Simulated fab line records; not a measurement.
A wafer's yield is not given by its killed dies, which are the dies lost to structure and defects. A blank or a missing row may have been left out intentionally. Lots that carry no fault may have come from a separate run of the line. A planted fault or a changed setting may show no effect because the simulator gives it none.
Matching of chambers + flow nand-harc + 4 sister chambers for NHARC_A_SGD_CUT_ETCHBACK_24 on rie-diel-10
The step etches the open film in CH3F/O2, target depth 50 nm, time 92.857 s. 4 wafers are shown with their chamber, then 9 later ones without.

## EACH WAFER AND ITS CHAMBER
| wafer  | chamber | drypump-motor-current-A (A) |
|--------|---------|-----------------------------|
| L082.1 | 1       | 6.5                         |
| L082.3 | 2       | 6.0                         |
| L086.2 | 3       | 6.5                         |
| L086.5 | 0       | 6.3                         |

## WAFERS WITHOUT THEIR CHAMBER
| wafer  | drypump-motor-current-A (A) |
|--------|-----------------------------|
| L091.2 | 6.5                         |
| L091.3 | 6.4                         |
| L091.4 | 6.0                         |
| L093.1 | 6.3                         |
| L093.3 | 6.0                         |
| L093.4 | 6.5                         |
| L096.1 | 6.0                         |
| L096.2 | 6.6                         |
| L096.5 | 6.4                         |

## WHICH CHAMBER EACH WENT THROUGH
| wafer  | from the rows above          | in truth |
|--------|------------------------------|----------|
| L091.2 | can't be placed: 1 or 3      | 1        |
| L091.3 | can't be placed: 1 or 3 or 0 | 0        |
| L091.4 | 2                            | 2        |
| L093.1 | 0                            | 0        |
| L093.3 | 2                            | 2        |
| L093.4 | can't be placed: 1 or 3      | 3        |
| L096.1 | 2                            | 2        |
| L096.2 | can't be placed: 1 or 3      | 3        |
| L096.5 | can't be placed: 1 or 3 or 0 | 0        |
Correct placement for 4 of the 9. Unplaceable from these rows: 5, with the true chamber sitting among the candidates in 5. Number placed wrongly: 0.
How it was worked out, from the rows above alone: a wafer's distance from a chamber is the root of the sum, over the readings, of the square of ((its reading less the chamber's mean) divided by the reading's scatter). If the next closest chamber is less than 2 further off than the closest, the wafer can't be placed; otherwise it belongs to the closest. Each chamber's mean is taken over the wafers shown for it. The scatter: root of mean squared gap, hidden wafer to nearest shown wafer, with one shown wafer a chamber.
